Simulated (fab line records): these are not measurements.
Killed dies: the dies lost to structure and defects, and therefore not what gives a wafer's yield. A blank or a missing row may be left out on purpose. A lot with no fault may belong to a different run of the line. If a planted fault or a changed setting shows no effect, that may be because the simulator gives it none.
Which tool was responsible? || flow n5_finfet || 26 wafers from 10 lots sampled at 5 of the route's 1938 steps

WHAT THE GAUGES SHOWED, per wafer
N5_BEOL_M0_SAQP_INSPECT_16: inspects for defects (brightfield). Usual: raw_defect_count 467, standard deviation 120.
{"lot": "L824", "measured": "day 5 12:59", "on": "defect_inspect-01", "raw_defect_count": "500 467 514", "flag": ""}
{"lot": "L825", "measured": "day 5 16:59", "on": "defect_inspect-01", "raw_defect_count": "415 565 615", "flag": ""}
{"lot": "L828", "measured": "day 6 12:40", "on": "defect_inspect-01", "raw_defect_count": "402 395 364", "flag": ""}
{"lot": "L829", "measured": "day 6 19:22", "on": "defect_inspect-02", "raw_defect_count": "516 439 486", "flag": ""}
{"lot": "L833", "measured": "day 7 16:49", "on": "defect_inspect-01", "raw_defect_count": "334 377", "flag": ""}
{"lot": "L834", "measured": "day 8 01:54", "on": "defect_inspect-02", "raw_defect_count": "464 403", "flag": ""}
{"lot": "L838", "measured": "day 9 05:06", "on": "defect_inspect-02", "raw_defect_count": "512 402", "flag": ""}
{"lot": "L840", "measured": "day 9 16:31", "on": "defect_inspect-02", "raw_defect_count": "535 455", "flag": ""}
{"lot": "L841", "measured": "day 9 20:56", "on": "defect_inspect-01", "raw_defect_count": "501 427 402", "flag": ""}
{"lot": "L844", "measured": "day 10 16:16", "on": "defect_inspect-02", "raw_defect_count": "837 607 793", "flag": ""}

N5_BEOL_M4_RC_MEAS_101. Usual: DIBL_N 36.8 mV/V, standard deviation 2.1; DIBL_P 37.1 mV/V, standard deviation 2.2; IOFF_N 0.18 nA/um, standard deviation 0.037; IOFF_P 0.23 nA/um, standard deviation 0.041; ION_N 682 uA/um, standard deviation 13; ION_P 467 uA/um, standard deviation 8.6; SS_N 71.7 mV/dec, standard deviation 0.61; SS_P 73.5 mV/dec, standard deviation 0.6; VT_N 248 mV, standard deviation 3.4; VT_P -249 mV, standard deviation 3.5.
{"lot": "L824", "measured": "day 7 21:26", "on": "prober-01", "DIBL_N (mV/V)": "35.8 36.0 37.5", "DIBL_P (mV/V)": "36.0 36.6 38.2", "IOFF_N (nA/um)": "0.16 0.16 0.18", "IOFF_P (nA/um)": "0.24 0.24 0.26", "ION_N (uA/um)": "689 682 693", "ION_P (uA/um)": "488 473 484", "SS_N (mV/dec)": "71.3 71.6 71.4", "SS_P (mV/dec)": "73.0 73.7 73.5", "VT_N (mV)": "246 248 246", "VT_P (mV)": "-246 -245 -244", "flag": ""}
{"lot": "L825", "measured": "day 8 01:06", "on": "prober-01", "DIBL_N (mV/V)": "39.8 39.1 40.5", "DIBL_P (mV/V)": "39.1 37.5 39.5", "IOFF_N (nA/um)": "0.22 0.19 0.24", "IOFF_P (nA/um)": "0.26 0.23 0.28", "ION_N (uA/um)": "695 691 706", "ION_P (uA/um)": "474 467 479", "SS_N (mV/dec)": "72.5 72.8 72.6", "SS_P (mV/dec)": "74.0 73.8 73.9", "VT_N (mV)": "244 247 245", "VT_P (mV)": "-249 -247 -246", "flag": ""}
{"lot": "L828", "measured": "day 8 20:50", "on": "prober-02", "DIBL_N (mV/V)": "32.2 32.3 34.1", "DIBL_P (mV/V)": "32.8 32.7 34.5", "IOFF_N (nA/um)": "0.13 0.13 0.16", "IOFF_P (nA/um)": "0.18 0.18 0.21", "ION_N (uA/um)": "668 678 683", "ION_P (uA/um)": "461 466 470", "SS_N (mV/dec)": "70.8 70.5 71.5", "SS_P (mV/dec)": "72.8 72.8 73.6", "VT_N (mV)": "250 253 248", "VT_P (mV)": "-250 -249 -250", "flag": ""}
{"lot": "L829", "measured": "day 9 08:34", "on": "prober-01", "DIBL_N (mV/V)": "41.3 43.3 42.2", "DIBL_P (mV/V)": "39.9 42.7 40.4", "IOFF_N (nA/um)": "0.26 0.29 0.26", "IOFF_P (nA/um)": "0.28 0.34 0.28", "ION_N (uA/um)": "677 697 691", "ION_P (uA/um)": "464 470 465", "SS_N (mV/dec)": "73.4 73.4 72.7", "SS_P (mV/dec)": "75.0 75.1 74.4", "VT_N (mV)": "244 242 244", "VT_P (mV)": "-247 -244 -250", "flag": ""}
{"lot": "L833", "measured": "day 10 00:24", "on": "prober-01", "DIBL_N (mV/V)": "39.4 37.7", "DIBL_P (mV/V)": "39.9 37.0", "IOFF_N (nA/um)": "0.23 0.20", "IOFF_P (nA/um)": "0.30 0.24", "ION_N (uA/um)": "697 691", "ION_P (uA/um)": "478 479", "SS_N (mV/dec)": "71.9 72.4", "SS_P (mV/dec)": "74.4 73.3", "VT_N (mV)": "243 244", "VT_P (mV)": "-244 -249", "flag": ""}
{"lot": "L834", "measured": "day 10 17:53", "on": "prober-02", "DIBL_N (mV/V)": "37.8 37.2", "DIBL_P (mV/V)": "39.9 39.6", "IOFF_N (nA/um)": "0.21 0.21", "IOFF_P (nA/um)": "0.22 0.21", "ION_N (uA/um)": "706 691", "ION_P (uA/um)": "474 470", "SS_N (mV/dec)": "71.9 71.8", "SS_P (mV/dec)": "74.5 73.7", "VT_N (mV)": "246 246", "VT_P (mV)": "-250 -251", "flag": ""}
{"lot": "L838", "measured": "day 11 19:13", "on": "prober-01", "DIBL_N (mV/V)": "39.0 37.1", "DIBL_P (mV/V)": "41.8 39.0", "IOFF_N (nA/um)": "0.23 0.18", "IOFF_P (nA/um)": "0.29 0.24", "ION_N (uA/um)": "709 698", "ION_P (uA/um)": "483 474", "SS_N (mV/dec)": "72.1 72.0", "SS_P (mV/dec)": "74.3 73.5", "VT_N (mV)": "243 247", "VT_P (mV)": "-248 -246", "flag": ""}
{"lot": "L840", "measured": "day 11 23:19", "on": "prober-01", "DIBL_N (mV/V)": "37.8 35.6", "DIBL_P (mV/V)": "38.4 36.6", "IOFF_N (nA/um)": "0.18 0.15", "IOFF_P (nA/um)": "0.24 0.21", "ION_N (uA/um)": "694 692", "ION_P (uA/um)": "478 477", "SS_N (mV/dec)": "71.5 70.8", "SS_P (mV/dec)": "73.5 73.2", "VT_N (mV)": "248 249", "VT_P (mV)": "-247 -247", "flag": ""}
{"lot": "L841", "measured": "day 12 00:23", "on": "prober-02", "DIBL_N (mV/V)": "36.9 35.8 34.8", "DIBL_P (mV/V)": "36.8 35.3 34.7", "IOFF_N (nA/um)": "0.17 0.15 0.15", "IOFF_P (nA/um)": "0.25 0.23 0.22", "ION_N (uA/um)": "680 683 688", "ION_P (uA/um)": "471 474 474", "SS_N (mV/dec)": "71.7 71.4 71.4", "SS_P (mV/dec)": "74.0 73.1 72.6", "VT_N (mV)": "249 251 251", "VT_P (mV)": "-246 -246 -247", "flag": ""}
{"lot": "L844", "measured": "day 13 06:46", "on": "prober-02", "DIBL_N (mV/V)": "38.5 34.8 36.3", "DIBL_P (mV/V)": "39.1 34.6 36.2", "IOFF_N (nA/um)": "0.22 0.14 0.18", "IOFF_P (nA/um)": "0.26 0.18 0.21", "ION_N (uA/um)": "699 669 696", "ION_P (uA/um)": "473 467 472", "SS_N (mV/dec)": "71.3 70.4 70.7", "SS_P (mV/dec)": "75.0 73.3 73.9", "VT_N (mV)": "245 253 247", "VT_P (mV)": "-248 -249 -251", "flag": ""}

WHICH TOOL RAN EACH LOT (tool, then ch and the chambers of the sampled wafers, then the start)
{"lot": "L824", "N5_BEOL_M0_SAQP_MANDREL_ETCH_20": "rie_si-06 ch 1,2, day 5 13:24", "N5_BEOL_M0_SAQP_RECESS_114": "vapor_etch-01 ch 0,1, day 5 13:38", "N5_BEOL_M0_SAQP_SPACER1_ETCHBACK_99": "rie_diel-05 ch 0,1, day 5 14:45"}
{"lot": "L825", "N5_BEOL_M0_SAQP_MANDREL_ETCH_20": "rie_si-04 ch 0,1,3, day 5 17:28", "N5_BEOL_M0_SAQP_RECESS_114": "vapor_etch-02 ch 0,1, day 5 17:41", "N5_BEOL_M0_SAQP_SPACER1_ETCHBACK_99": "rie_diel-01 ch 0,1,2, day 5 18:43"}
{"lot": "L828", "N5_BEOL_M0_SAQP_MANDREL_ETCH_20": "rie_si-04 ch 1,3, day 6 12:59", "N5_BEOL_M0_SAQP_RECESS_114": "vapor_etch-02 ch 0,1, day 6 13:13", "N5_BEOL_M0_SAQP_SPACER1_ETCHBACK_99": "rie_diel-05 ch 0,3, day 6 15:46"}
{"lot": "L829", "N5_BEOL_M0_SAQP_MANDREL_ETCH_20": "rie_si-02 ch 0,1,2, day 6 19:52", "N5_BEOL_M0_SAQP_RECESS_114": "vapor_etch-02 ch 0,1, day 6 20:16", "N5_BEOL_M0_SAQP_SPACER1_ETCHBACK_99": "rie_diel-05 ch 1,2,3, day 6 21:20"}
{"lot": "L833", "N5_BEOL_M0_SAQP_MANDREL_ETCH_20": "rie_si-04 ch 0,3, day 7 17:07", "N5_BEOL_M0_SAQP_RECESS_114": "vapor_etch-01 ch 0,1, day 7 17:28", "N5_BEOL_M0_SAQP_SPACER1_ETCHBACK_99": "rie_diel-01 ch 0,1, day 7 18:13"}
{"lot": "L834", "N5_BEOL_M0_SAQP_MANDREL_ETCH_20": "rie_si-04 ch 0, day 8 02:13", "N5_BEOL_M0_SAQP_RECESS_114": "vapor_etch-02 ch 0, day 8 02:32", "N5_BEOL_M0_SAQP_SPACER1_ETCHBACK_99": "rie_diel-05 ch 2,3, day 8 03:44"}
{"lot": "L838", "N5_BEOL_M0_SAQP_MANDREL_ETCH_20": "rie_si-04 ch 0,1, day 9 05:31", "N5_BEOL_M0_SAQP_RECESS_114": "vapor_etch-02 ch 1, day 9 05:57", "N5_BEOL_M0_SAQP_SPACER1_ETCHBACK_99": "rie_diel-05 ch 0,1, day 9 06:41"}
{"lot": "L840", "N5_BEOL_M0_SAQP_MANDREL_ETCH_20": "rie_si-06 ch 2,3, day 9 16:49", "N5_BEOL_M0_SAQP_RECESS_114": "vapor_etch-01 ch 0,1, day 9 17:11", "N5_BEOL_M0_SAQP_SPACER1_ETCHBACK_99": "rie_diel-04 ch 2, day 9 17:59"}
{"lot": "L841", "N5_BEOL_M0_SAQP_MANDREL_ETCH_20": "rie_si-02 ch 2,3, day 9 21:15", "N5_BEOL_M0_SAQP_RECESS_114": "vapor_etch-02 ch 0,1, day 9 21:41", "N5_BEOL_M0_SAQP_SPACER1_ETCHBACK_99": "rie_diel-04 ch 0,2,3, day 9 22:33"}
{"lot": "L844", "N5_BEOL_M0_SAQP_MANDREL_ETCH_20": "rie_si-06 ch 2,3, day 10 16:35", "N5_BEOL_M0_SAQP_RECESS_114": "vapor_etch-01 ch 0,1, day 10 16:56", "N5_BEOL_M0_SAQP_SPACER1_ETCHBACK_99": "rie_diel-04 ch 0,2,3, day 10 17:44"}
- N5_BEOL_M0_SAQP_MANDREL_ETCH_20: etches a-Si in HBr/Cl2, stops on SiNx, target depth 60 nm, bt time 10 s, time 30 s.
- N5_BEOL_M0_SAQP_RECESS_114: chemistry HF/NH3, target SiO2, target depth 14.4 nm, afs cycles 3, sublimation time 60 s.
- N5_BEOL_M0_SAQP_SPACER1_ETCHBACK_99: etches SiO2 in CHF3/O2, target depth 15.4 nm, time 7.7 s.

AS READ BY THE TOOLS THEMSELVES (means over the sampled wafers that have a number; for cases with no such wafer, the mark the record gives instead)
N5_BEOL_M0_SAQP_MANDREL_ETCH_20. Usual: drypump_motor_current_A 5.8 A, standard deviation 0.56; mfc_cl2_sccm 79.96 sccm, standard deviation 0.25; oes_product_au 0.777 a.u., standard deviation 0.014; throttle_valve_pct 35.4 %, standard deviation 0.42.
{"lot": "L824", "tool": "rie_si-06", "drypump_motor_current_A (A)": 5.4, "mfc_cl2_sccm (sccm)": 80.26, "oes_product_au (a.u.)": 0.774, "throttle_valve_pct (%)": 35.0, "flag": ""}
{"lot": "L825", "tool": "rie_si-04", "drypump_motor_current_A (A)": 6.1, "mfc_cl2_sccm (sccm)": 80.08, "oes_product_au (a.u.)": 0.772, "throttle_valve_pct (%)": 35.5, "flag": ""}
{"lot": "L828", "tool": "rie_si-04", "drypump_motor_current_A (A)": 6.4, "mfc_cl2_sccm (sccm)": 80.07, "oes_product_au (a.u.)": 0.770, "throttle_valve_pct (%)": 35.9, "flag": ""}
{"lot": "L829", "tool": "rie_si-02", "drypump_motor_current_A (A)": 5.3, "mfc_cl2_sccm (sccm)": 79.78, "oes_product_au (a.u.)": 0.776, "throttle_valve_pct (%)": 35.5, "flag": ""}
{"lot": "L833", "tool": "rie_si-04", "drypump_motor_current_A (A)": 6.2, "mfc_cl2_sccm (sccm)": 79.77, "oes_product_au (a.u.)": 0.755, "throttle_valve_pct (%)": 35.5, "flag": ""}
{"lot": "L834", "tool": "rie_si-04", "drypump_motor_current_A (A)": 5.6, "mfc_cl2_sccm (sccm)": 79.84, "oes_product_au (a.u.)": 0.758, "throttle_valve_pct (%)": 34.9, "flag": ""}
{"lot": "L838", "tool": "rie_si-04", "drypump_motor_current_A (A)": 5.8, "mfc_cl2_sccm (sccm)": 80.12, "oes_product_au (a.u.)": 0.764, "throttle_valve_pct (%)": 35.3, "flag": ""}
{"lot": "L840", "tool": "rie_si-06", "drypump_motor_current_A (A)": 6.3, "mfc_cl2_sccm (sccm)": 80.10, "oes_product_au (a.u.)": 0.788, "throttle_valve_pct (%)": 35.2, "flag": ""}
{"lot": "L841", "tool": "rie_si-02", "drypump_motor_current_A (A)": 5.3, "mfc_cl2_sccm (sccm)": 79.97, "oes_product_au (a.u.)": 0.777, "throttle_valve_pct (%)": 36.1, "flag": ""}
{"lot": "L844", "tool": "rie_si-06", "drypump_motor_current_A (A)": 6.2, "mfc_cl2_sccm (sccm)": 79.67, "oes_product_au (a.u.)": 0.785, "throttle_valve_pct (%)": 35.2, "flag": ""}

N5_BEOL_M0_SAQP_RECESS_114. Usual: drypump_motor_current_A 5.7 A, standard deviation 0.45; temp_c 29.99 C, standard deviation 0.11.
{"lot": "L824", "tool": "vapor_etch-01", "drypump_motor_current_A (A)": 6.0, "temp_c (C)": 29.91, "flag": ""}
{"lot": "L825", "tool": "vapor_etch-02", "drypump_motor_current_A (A)": 5.5, "temp_c (C)": 30.06, "flag": ""}
{"lot": "L828", "tool": "vapor_etch-02", "drypump_motor_current_A (A)": 5.5, "temp_c (C)": 29.92, "flag": ""}
{"lot": "L829", "tool": "vapor_etch-02", "drypump_motor_current_A (A)": 5.5, "temp_c (C)": 30.06, "flag": ""}
{"lot": "L833", "tool": "vapor_etch-01", "drypump_motor_current_A (A)": 5.8, "temp_c (C)": 29.84, "flag": ""}
{"lot": "L834", "tool": "vapor_etch-02", "drypump_motor_current_A (A)": 5.6, "temp_c (C)": 30.04, "flag": ""}
{"lot": "L838", "tool": "vapor_etch-02", "drypump_motor_current_A (A)": 5.4, "temp_c (C)": 30.05, "flag": ""}
{"lot": "L840", "tool": "vapor_etch-01", "drypump_motor_current_A (A)": 5.8, "temp_c (C)": 29.98, "flag": ""}
{"lot": "L841", "tool": "vapor_etch-02", "drypump_motor_current_A (A)": 5.5, "temp_c (C)": 30.00, "flag": ""}
{"lot": "L844", "tool": "vapor_etch-01", "drypump_motor_current_A (A)": 5.6, "temp_c (C)": 29.95, "flag": ""}

N5_BEOL_M0_SAQP_SPACER1_ETCHBACK_99. Usual: drypump_motor_current_A 5.8 A, standard deviation 0.39; oes_product_au 0.76 a.u., standard deviation 0.073; rf_vpp_V 523 V, standard deviation 13; showerhead_plenum_p_Torr 2.38 Torr, standard deviation 0.086; throttle_valve_pct 18.86 %, standard deviation 0.23.
{"lot": "L824", "tool": "rie_diel-05", "drypump_motor_current_A (A)": 5.8, "oes_product_au (a.u.)": 0.77, "rf_vpp_V (V)": 514, "showerhead_plenum_p_Torr (Torr)": 2.27, "throttle_valve_pct (%)": 19.08, "flag": ""}
{"lot": "L825", "tool": "rie_diel-01", "drypump_motor_current_A (A)": 5.5, "oes_product_au (a.u.)": 0.70, "rf_vpp_V (V)": 526, "showerhead_plenum_p_Torr (Torr)": 2.45, "throttle_valve_pct (%)": 18.96, "flag": ""}
{"lot": "L828", "tool": "rie_diel-05", "drypump_motor_current_A (A)": 5.7, "oes_product_au (a.u.)": 0.73, "rf_vpp_V (V)": 526, "showerhead_plenum_p_Torr (Torr)": 2.31, "throttle_valve_pct (%)": 18.89, "flag": ""}
{"lot": "L829", "tool": "rie_diel-05", "drypump_motor_current_A (A)": 5.6, "oes_product_au (a.u.)": 0.82, "rf_vpp_V (V)": 513, "showerhead_plenum_p_Torr (Torr)": 2.35, "throttle_valve_pct (%)": 18.80, "flag": ""}
{"lot": "L833", "tool": "rie_diel-01", "drypump_motor_current_A (A)": 5.4, "oes_product_au (a.u.)": 0.69, "rf_vpp_V (V)": 524, "showerhead_plenum_p_Torr (Torr)": 2.43, "throttle_valve_pct (%)": 18.95, "flag": ""}
{"lot": "L834", "tool": "rie_diel-05", "drypump_motor_current_A (A)": 5.5, "oes_product_au (a.u.)": 0.81, "rf_vpp_V (V)": 518, "showerhead_plenum_p_Torr (Torr)": 2.39, "throttle_valve_pct (%)": 18.66, "flag": ""}
{"lot": "L838", "tool": "rie_diel-05", "drypump_motor_current_A (A)": 5.8, "oes_product_au (a.u.)": 0.73, "rf_vpp_V (V)": 522, "showerhead_plenum_p_Torr (Torr)": 2.27, "throttle_valve_pct (%)": 19.12, "flag": ""}
{"lot": "L840", "tool": "rie_diel-04", "drypump_motor_current_A (A)": 5.6, "oes_product_au (a.u.)": 0.75, "rf_vpp_V (V)": 526, "showerhead_plenum_p_Torr (Torr)": 2.41, "throttle_valve_pct (%)": 18.53, "flag": ""}
{"lot": "L841", "tool": "rie_diel-04", "drypump_motor_current_A (A)": 5.8, "oes_product_au (a.u.)": 0.80, "rf_vpp_V (V)": 522, "showerhead_plenum_p_Torr (Torr)": 2.43, "throttle_valve_pct (%)": 18.78, "flag": ""}
{"lot": "L844", "tool": "rie_diel-04", "drypump_motor_current_A (A)": 5.8, "oes_product_au (a.u.)": 0.80, "rf_vpp_V (V)": 521, "showerhead_plenum_p_Torr (Torr)": 2.43, "throttle_valve_pct (%)": 18.80, "flag": ""}

THE ANSWER, worked out from the rows above alone
Rule: a lot counts as off when the mean over its wafers that have a number is more than 3 standard deviations away from the usual mean. A lot without any number at a reading at which 4 lots or more have one is off too. Where the step has rows for the other lots, those lots are counted as sound. Order of review: gauges by route order, followed by the tools' own readings, for which a lot's mean as printed above is used. At the first step where some lot is off, the reading lying furthest off is the one used; lots without a number count as furthest.
No lot is off at any reading shown: from this, nothing can be told.

WHAT HAD BEEN PUT IN BY THE SIMULATOR
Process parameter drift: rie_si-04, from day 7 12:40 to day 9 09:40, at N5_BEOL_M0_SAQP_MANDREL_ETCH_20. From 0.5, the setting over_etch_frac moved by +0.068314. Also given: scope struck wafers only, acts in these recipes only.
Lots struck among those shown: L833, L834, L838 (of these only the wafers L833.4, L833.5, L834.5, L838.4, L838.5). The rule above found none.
